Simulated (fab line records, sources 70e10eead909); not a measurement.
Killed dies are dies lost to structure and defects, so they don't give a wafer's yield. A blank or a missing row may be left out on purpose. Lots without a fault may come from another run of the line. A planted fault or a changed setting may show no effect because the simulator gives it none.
fab line records | flow nand_harc
record lots=12 wafers=36 last_day=32
route steps=1302 shown P_ZERO_WELL@14 P_STI@84
lots that met no fault: from a run of the same line without faults
start_h: hours from the record's first day to the start of the lot's first wafer shown | wait_h: hours since the lot's step before | " the same as in the row above | L1.1+2: a row that stands for several wafers | - no value, or no start given | * or withheld: withheld | < > ~ a bound
route shown NAME@n: a module of which the file shows steps, and the number in the route of the first | usual: mean/standard deviation of fault-free wafers | same: alike in all rows | chamber/n: place in a boat | sites: the reading at each site | _std_site: their standard deviation | _edge_site: outer sites' mean less inner sites' | radius_mm: how far each site lies from the wafer's centre | mask NAME#n: copy n | behind: the tool/chamber that last shaped the wafer | hold: why the lot was held/for how many hours/how that ended | device: the transistor (n, p or np) that didn't switch | end of line: the same wafers' tests at the end of the route | a step without rows: its recipe alone | killed: dies lost to structure and defects at the first sort, not the wafer's yield | map: a wafer's dies, x killed, . not, _ none there
set.NAME: the setting as run; set.NAME@STEP: as run at that earlier step | model.NAME: the simulator's own value behind a step, which no gauge read
steps of the route over a sample of lots; a table a step, a row a wafer
services: from which hour (start_h, from the record's first day; less than 0 if before it) a tool's chamber was out of use, for how many hours, and why
## steps
# step NHARC_P_ZERO_WELL_CD_MEAS_11
# recipe target_cd_nm=500 landing_energy_ev=500
# usual cd_nm=499.5/1.4
# columns lot.wafer tool chamber start_h wait_h cd_nm
L779.2 cd_sem-02 0 21.24 - 497.7
L779.3 " 0 " " 498.0
L779.6 " 0 " " 499.0
L780.2 cd_sem-03 0 31.24 - 499.0
L780.3 " 0 " " 499.8
L780.5 " 0 " " 498.8
L782.2 cd_sem-01 0 51.24 - 499.0
L782.4 " 0 " " 500.3
L782.5 " 0 " " 498.8
L783.2 cd_sem-03 0 61.23 - 500.4
L783.5 " 0 " " 500.7
L783.6 " 0 " " 498.5
L786.2 cd_sem-03 0 91.24 - 500.5
L786.3 " 0 " " 498.1
L786.5 " 0 " " 500.7
L790.2 cd_sem-03 0 131.24 - 501.3
L790.5 " 0 " " 498.5
L790.6 " 0 " " 496.5
L791.2 cd_sem-01 0 141.24 - 500.6
L791.5 " 0 " " 499.5
L791.6 " 0 " " 499.9
L792.2 cd_sem-01 0 151.25 - 502.5
L792.5 " 0 " " 499.4
L792.6 " 0 " " 499.1
L793.1 cd_sem-01 0 161.62 - 501.7
L793.4 " 0 " " 498.9
L793.6 " 0 " " 500.8
L798.1 cd_sem-03 0 211.24 - 497.3
L798.2 " 0 " " 499.9
L798.6 " 0 " " 497.4
L799.1 cd_sem-01 0 221.11 - 500.0
L799.2 " 0 " " 500.6
L799.6 " 0 " " 498.4
L800.2 cd_sem-01 0 231.24 - 504.2
L800.4 " 0 " " 504.1
L800.5 " 0 " " 501.7
# step NHARC_P_ZERO_WELL_EXPOSE_34
# recipe na=0.6 target_cd_nm=720 dose_mj=22.31 mask_id=P_PWELL
# usual exposure_dose_mJ_cm2=22.308/0.02
# columns lot.wafer tool chamber start_h wait_h mask exposure_dose_mJ_cm2
L779.2 krf_scanner-02 0 23.92 - P_PWELL#0 22.290
L779.3 " 0 " " P_PWELL#0 22.323
L779.6 " 0 " " P_PWELL#0 22.328
L780.2 krf_scanner-02 0 35.48 - P_PWELL#0 22.319
L780.3 " 0 " " P_PWELL#0 22.329
L780.5 " 0 " " P_PWELL#0 22.320
L782.2 krf_scanner-01 0 54.05 - P_PWELL#0 22.294
L782.4 " 0 " " P_PWELL#0 22.278
L782.5 " 0 " " P_PWELL#0 22.270
L783.2 krf_scanner-02 0 64.11 - P_PWELL#0 22.322
L783.5 " 0 " " P_PWELL#0 22.304
L783.6 " 0 " " P_PWELL#0 22.268
L786.2 krf_scanner-02 0 98.01 - P_PWELL#0 22.311
L786.3 " 0 " " P_PWELL#0 22.288
L786.5 " 0 " " P_PWELL#0 22.306
L790.2 krf_scanner-02 0 138.12 - P_PWELL#0 21.484
L790.5 " 0 " " P_PWELL#0 21.495
L790.6 " 0 " " P_PWELL#0 21.488
L791.2 krf_scanner-02 0 144.01 - P_PWELL#0 21.492
L791.5 " 0 " " P_PWELL#0 21.539
L791.6 " 0 " " P_PWELL#0 21.481
L792.2 krf_scanner-02 0 153.95 - P_PWELL#0 21.473
L792.5 " 0 " " P_PWELL#0 21.465
L792.6 " 0 " " P_PWELL#0 21.507
L793.1 krf_scanner-02 0 164.23 - P_PWELL#0 21.522
L793.4 " 0 " " P_PWELL#0 21.517
L793.6 " 0 " " P_PWELL#0 21.527
L798.1 krf_scanner-03 0 214.11 - P_PWELL#0 22.310
L798.2 " 0 " " P_PWELL#0 22.331
L798.6 " 0 " " P_PWELL#0 22.318
L799.1 krf_scanner-01 0 223.98 - P_PWELL#0 22.305
L799.2 " 0 " " P_PWELL#0 22.292
L799.6 " 0 " " P_PWELL#0 22.323
L800.2 krf_scanner-01 0 233.81 - P_PWELL#0 22.307
L800.4 " 0 " " P_PWELL#0 22.306
L800.5 " 0 " " P_PWELL#0 22.300
# step NHARC_P_ZERO_WELL_CD_MEAS_37
# recipe target_cd_nm=720 landing_energy_ev=500
# usual cd_nm=720.6/1.3
# columns lot.wafer tool chamber start_h wait_h hold cd_nm
L779.2 cd_sem-02 0 24.08 - - 720.0
L779.3 " 0 " " - 720.6
L779.6 " 0 " " - 721.9
L780.2 cd_sem-02 0 35.64 - - 720.5
L780.3 " 0 " " - 720.2
L780.5 " 0 " " - 720.0
L782.2 cd_sem-01 0 54.21 - - 723.9
L782.4 " 0 " " - 722.6
L782.5 " 0 " " - 723.8
L783.2 cd_sem-02 0 64.26 - - 718.9
L783.5 " 0 " " - 720.2
L783.6 " 0 " " - 717.8
L786.2 cd_sem-01 0 98.16 - - 719.4
L786.3 " 0 " " - 720.7
L786.5 " 0 " " - 720.9
L790.2 cd_sem-01 0 138.28 - await_dispo/0.2h/release 714.8
L790.5 " 0 " " await_dispo/0.2h/release 713.5
L790.6 " 0 " " await_dispo/0.2h/release 715.3
L790.2 cd_sem-01 0 - - - 714.6
L790.5 " 0 " " - 713.6
L790.6 " 0 " " - 715.6
L791.2 cd_sem-02 0 144.17 - await_dispo/0.2h/release 714.7
L791.5 " 0 " " await_dispo/0.2h/release 714.1
L791.6 " 0 " " await_dispo/0.2h/release 713.3
L791.2 cd_sem-02 0 - - - 714.4
L791.5 " 0 " " - 714.1
L791.6 " 0 " " - 713.5
L792.2 cd_sem-01 0 154.11 - await_dispo/0.2h/release 714.8
L792.5 " 0 " " await_dispo/0.2h/release 714.4
L792.6 " 0 " " await_dispo/0.2h/release 714.9
L792.2 cd_sem-01 0 - - - 714.8
L792.5 " 0 " " - 714.2
L792.6 " 0 " " - 715.5
L793.1 cd_sem-02 0 164.38 - await_dispo/0.2h/release 714.6
L793.4 " 0 " " await_dispo/0.2h/release 715.2
L793.6 " 0 " " await_dispo/0.2h/release 715.2
L793.1 cd_sem-02 0 - - - 714.8
L793.4 " 0 " " - 715.7
L793.6 " 0 " " - 715.0
L798.1 cd_sem-02 0 214.27 - - 720.3
L798.2 " 0 " " - 719.6
L798.6 " 0 " " - 721.1
L799.1 cd_sem-02 0 224.15 - - 721.2
L799.2 " 0 " " - 721.8
L799.6 " 0 " " - 721.5
L800.2 cd_sem-02 0 233.96 - - 721.4
L800.4 " 0 " " - 721.3
L800.5 " 0 " " - 721.0
# step NHARC_P_ZERO_WELL_DESCUM_54
# recipe time_s=3 o2_flow_sccm=200 ar_flow_sccm=0 bias_power_w=0 chemistry=O2
# usual drypump_motor_current_A=5.7/0.38 oes_product_au=1.000/0.0073 rf_vpp_V=57.8/0.83 showerhead_plenum_p_Torr=1.93/0.096 throttle_valve_pct=11.310/0.0093
# same time_s=3
# columns lot.wafer tool chamber start_h wait_h drypump_motor_current_A oes_product_au rf_hours_counter_h rf_vpp_V showerhead_plenum_p_Torr throttle_valve_pct
L779.2 rie_diel-13 1 25.81 - 5.3 1.003 6 56.6 2.01 11.309
L779.3 " 3 " " 5.8 1.003 5 57.4 1.86 11.308
L779.6 " 1 " " 5.3 0.997 - 57.9 2.01 11.308
L780.2 rie_diel-12 3 37.32 - 5.0 0.997 34 57.4 1.77 11.314
L780.3 " 0 " " 5.6 0.988 35 57.3 1.87 11.312
L780.5 " 0 " " 5.6 0.993 - 58.2 1.87 11.318
L782.2 rie_diel-13 2 55.92 - 6.0 1.015 15 59.5 2.07 11.298
L782.4 " 3 " " 5.8 1.002 14 59.0 1.86 11.320
L782.5 " 1 " " 5.3 1.000 - 58.8 2.01 11.310
L783.2 rie_diel-13 0 66.61 - 6.4 1.005 20 58.2 1.93 11.303
L783.5 " 3 " " 5.8 0.992 - 57.0 1.86 11.309
L783.6 " 0 " " 6.4 1.004 - 56.7 1.93 11.311
L786.3 rie_diel-01 2 99.98 - 6.1 0.999 24 58.5 1.97 11.319
L786.2 " 3 " " 5.8 0.990 4 56.9 1.85 11.299
L786.5 " 1 " " 5.4 0.992 - 56.9 1.77 11.314
L790.2 rie_diel-13 1 144.79 - 5.2 0.997 47 57.8 2.00 11.309
L790.5 " 0 " " 6.4 1.000 - 58.2 1.93 11.312
L790.6 " 1 " " 5.2 0.996 - 59.9 2.00 11.307
L791.2 rie_diel-13 3 147.82 - 5.8 1.013 47 58.7 1.85 11.309
L791.6 " 3 " " 5.8 1.006 - 57.2 1.85 11.313
L791.5 " 0 " " 6.4 1.004 - 58.2 1.93 11.317
L792.2 rie_diel-01 1 162.46 - 5.4 1.005 39 57.2 1.76 11.288
L792.6 " 3 " " 5.7 0.992 - 58.2 1.85 11.322
L792.5 " 0 " " 5.6 0.988 - 57.7 1.89 11.316
L793.1 rie_diel-12 1 171.27 - 5.7 1.001 18 58.5 2.07 11.320
L793.4 " 2 " " 5.9 1.001 21 57.4 1.85 11.321
L793.6 " 1 " " 5.7 0.990 - 59.9 2.07 11.307
L798.1 rie_diel-12 3 216.09 - 5.0 1.018 38 57.3 2.06 11.310
L798.2 " 1 " " 5.7 0.999 33 58.5 2.07 11.309
L798.6 " 3 " " 5.0 1.004 - 58.4 2.06 11.324
L799.1 rie_diel-12 2 225.97 - 5.9 1.001 43 56.7 1.84 11.318
L799.2 " 3 " " 5.0 1.010 41 57.7 2.06 11.313
L799.6 " 1 " " 5.7 1.009 - 58.9 2.06 11.298
L800.4 rie_diel-13 1 235.63 - 5.3 1.004 25 58.4 1.98 11.313
L800.2 " 3 " " 5.8 0.995 18 57.8 1.84 11.306
L800.5 " 2 " " 6.0 1.014 - 59.0 2.05 11.325
# step NHARC_P_STI_OVL_MEAS_10
# usual overlay_x_nm=-1/5.6 overlay_y_nm=-1/5.5
# columns lot.wafer tool chamber start_h wait_h overlay_x_nm overlay_y_nm
L779.2 overlay-01 - 51.28 - 1 -1
L779.3 " - " " 1 -1
L779.6 " - " " 1 -1
L780.2 overlay-02 - 55.13 - 2 -5
L780.3 " - " " 2 -5
L780.5 " - " " 1 -6
L782.2 overlay-01 - 74.08 - -2 -3
L782.4 " - " " -2 -4
L782.5 " - " " -2 -3
L783.2 overlay-02 - 83.59 - 0 0
L783.5 " - " " 0 0
L783.6 " - " " 1 1
L786.2 overlay-02 - 116.65 - 3 -4
L786.3 " - " " 3 -3
L786.5 " - " " 3 -3
L790.2 overlay-01 - 156.90 - -3 -5
L790.5 " - " " -4 -5
L790.6 " - " " -3 -5
L791.2 overlay-02 - 164.21 - 2 0
L791.5 " - " " 2 0
L791.6 " - " " 1 0
L792.2 overlay-02 - 183.73 - 5 4
L792.5 " - " " 6 3
L792.6 " - " " 6 3
L793.1 overlay-01 - 183.80 - -5 4
L793.4 " - " " -5 4
L793.6 " - " " -5 4
L798.1 overlay-01 - 234.90 - -4 5
L798.2 " - " " -4 5
L798.6 " - " " -5 5
L799.1 overlay-02 - 244.64 - 6 -2
L799.2 " - " " 6 -2
L799.6 " - " " 6 -2
L800.2 overlay-01 - 256.28 - 1 0
L800.4 " - " " 0 0
L800.5 " - " " 1 0
## services
# columns tool chamber start_h hours kind
rie_diel-01 - 26.96 9.0 pm
rie_diel-01 3 45.78 51.2 repair
rie_diel-01 1 49.83 2.9 repair
krf_scanner-03 - 52.12 4.0 pm
krf_scanner-02 - 58.85 3.6 repair
krf_scanner-02 0 63.60 - calibration
rie_diel-01 - 64.87 0.3 repair
rie_diel-12 3 68.04 2.7 repair
rie_diel-13 1 83.49 4.0 repair
krf_scanner-02 - 86.66 0.5 repair
rie_diel-12 - 91.40 9.0 pm
krf_scanner-02 - 94.00 4.0 pm
rie_diel-13 - 114.32 0.3 repair
krf_scanner-03 - 118.57 0.3 repair
rie_diel-12 1 129.18 6.3 repair
rie_diel-01 1 138.30 14.6 repair
krf_scanner-01 - 140.00 4.0 pm
krf_scanner-02 - 161.06 0.4 repair
rie_diel-13 - 165.22 9.0 pm
krf_scanner-02 - 174.97 2.3 repair
rie_diel-12 1 193.13 4.0 repair
rie_diel-01 - 206.51 9.0 pm
krf_scanner-03 - 212.64 0.1 repair
krf_scanner-03 - 224.12 4.0 pm
## key
first_sign step=NHARC_P_ZERO_WELL_EXPOSE_34 reading=exposure_dose_mJ_cm2 direction=down sigmas=40 usual=22.308 struck=21.499
effect step=NHARC_P_ZERO_WELL_CD_MEAS_37 reading=visit direction=added
met_at NHARC_P_ZERO_WELL_EXPOSE_34
struck_lots L790,L791,L792,L793
tester_left_out L790,L791,L792,L793
loop_trim step=NHARC_P_STI_EXPOSE_06 setting=dose lots=L792
not_acting_at NHARC_P_ZERO_WELL_CD_MEAS_11,NHARC_P_ZERO_WELL_DESCUM_54,NHARC_P_STI_OVL_MEAS_10
onset_between 98.01 138.12
fault kind=process_parameter_drift tool=krf_scanner-02 chamber=- onset_h=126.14 steps=NHARC_P_ZERO_WELL_EXPOSE_34 channel=dose_mj offset=-0.80841 shape=step acts_in=these_recipes_only stated=22.31
# tester_left_out: of these lots the tester's yield and bins aren't shown, on N5 and GAA mostly nor the transistor test; their killed dies are dies lost to structure and defects alone, not to doping, threshold or leakage, so they don't give the yield
# loop_trim: a control loop set the setting to another value than it would have without faults
